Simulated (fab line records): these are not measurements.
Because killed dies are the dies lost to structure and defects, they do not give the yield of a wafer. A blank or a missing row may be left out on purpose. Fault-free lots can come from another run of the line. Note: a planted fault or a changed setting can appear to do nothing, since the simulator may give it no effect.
Which tool was responsible? || flow nand harc || Sampling: 6 lots, 18 wafers, 5 of 1302 route steps

## WHAT THE GAUGES SHOWED, per wafer
NHARC_END_SORT_01.
{"lot": "L895", "measured": "day 25 12:03", "on": "prober-01", "killed at array": "62 47 81"}
{"lot": "L897", "measured": "day 25 21:42", "on": "prober-02", "killed at array": "73 67 63"}
{"lot": "L904", "measured": "day 29 06:58", "on": "prober-01", "killed at array": "42 37 29"}
{"lot": "L906", "measured": "day 31 06:33", "on": "prober-02", "killed at array": "33 36 26"}
{"lot": "L907", "measured": "day 30 21:44", "on": "prober-01", "killed at array": "108 105 91"}
{"lot": "L915", "measured": "day 34 09:34", "on": "prober-01", "killed at array": "60 73 82"}

## EACH LOT AND THE TOOL THAT RAN IT (in order: tool; ch and the chambers of the sampled wafers; start)
{"lot": "L895", "NHARC_A_STAIRCASE_DEP_280": "pecvd-01 ch 0,1, day 17 21:30", "NHARC_A_STAIRCASE_ETCH_292": "rie diel-06 ch 0,1,3, day 17 22:56", "NHARC_A_STAIRCASE_ETCH_315": "rie diel-06 ch 1,2,3, day 18 07:46", "NHARC_A_STAIRCASE_ALD_415": "ald hk-01 ch 1,2, day 18 08:53"}
{"lot": "L897", "NHARC_A_STAIRCASE_DEP_280": "pecvd-04 ch 0,1,2, day 18 10:25", "NHARC_A_STAIRCASE_ETCH_292": "rie diel-02 ch 0,1,3, day 18 11:25", "NHARC_A_STAIRCASE_ETCH_315": "rie diel-06 ch 1,2,3, day 18 18:45", "NHARC_A_STAIRCASE_ALD_415": "ald hk-04 ch 0,1,2, day 18 20:13"}
{"lot": "L904", "NHARC_A_STAIRCASE_DEP_280": "pecvd-02 ch 0,1,2, day 21 07:14", "NHARC_A_STAIRCASE_ETCH_292": "rie diel-02 ch 0,2, day 21 08:25", "NHARC_A_STAIRCASE_ETCH_315": "rie diel-02 ch 0,2,3, day 21 16:11", "NHARC_A_STAIRCASE_ALD_415": "ald hk-04 ch 1,3, day 21 17:38"}
{"lot": "L906", "NHARC_A_STAIRCASE_DEP_280": "pecvd-04 ch 0,1,2, day 22 23:36", "NHARC_A_STAIRCASE_ETCH_292": "rie diel-02 ch 0,1,3, day 23 00:32", "NHARC_A_STAIRCASE_ETCH_315": "rie diel-06 ch 0,1,3, day 23 07:34", "NHARC_A_STAIRCASE_ALD_415": "ald hk-01 ch 0,1,3, day 23 09:17"}
{"lot": "L907", "NHARC_A_STAIRCASE_DEP_280": "pecvd-02 ch 0,2, day 23 09:41", "NHARC_A_STAIRCASE_ETCH_292": "rie diel-06 ch 0,1,2, day 23 15:58", "NHARC_A_STAIRCASE_ETCH_315": "rie diel-04 ch 0,1,2, day 23 22:16", "NHARC_A_STAIRCASE_ALD_415": "ald hk-01 ch 0,1,2, day 23 23:32"}
{"lot": "L915", "NHARC_A_STAIRCASE_DEP_280": "pecvd-01 ch 0,1, day 26 15:54", "NHARC_A_STAIRCASE_ETCH_292": "rie diel-04 ch 1,2,3, day 26 18:01", "NHARC_A_STAIRCASE_ETCH_315": "rie diel-02 ch 0,1,3, day 27 05:13", "NHARC_A_STAIRCASE_ALD_415": "ald hk-04 ch 1,2,3, day 27 06:56"}
- NHARC_A_STAIRCASE_DEP_280: deposits SiON, target thk 30 nm.
- NHARC_A_STAIRCASE_ETCH_292: etches the open film in CF4/CHF3.
- NHARC_A_STAIRCASE_ETCH_315: etches the open film in C4F8/O2/Ar, target depth 2500 nm, time 607.1 s.
- NHARC_A_STAIRCASE_ALD_415: deposits SiO2, target thk 30 nm, pulse time 6 s, ald cycles 300.

## THE ANSWER, worked out from the rows above alone
Rule: what is usual is taken from the lots themselves. The widest of any qualifying gaps counts: lots, ordered by their means at a reading, are off when they make up no more than a third of the lots, leave a main group of 4 or more, and stand apart from it by 3 or more times the standard deviation of that group's means. The tables above print the reading to a certain number of digits; a main group whose means all agree to those digits is not used. A lot without any number at a reading at which 4 lots or more have one is off too. Any other lot the step has rows for is counted as sound.
No lot is off on any of the readings shown, so nothing can be concluded from this.

## WHAT THE SIMULATOR PUT IN
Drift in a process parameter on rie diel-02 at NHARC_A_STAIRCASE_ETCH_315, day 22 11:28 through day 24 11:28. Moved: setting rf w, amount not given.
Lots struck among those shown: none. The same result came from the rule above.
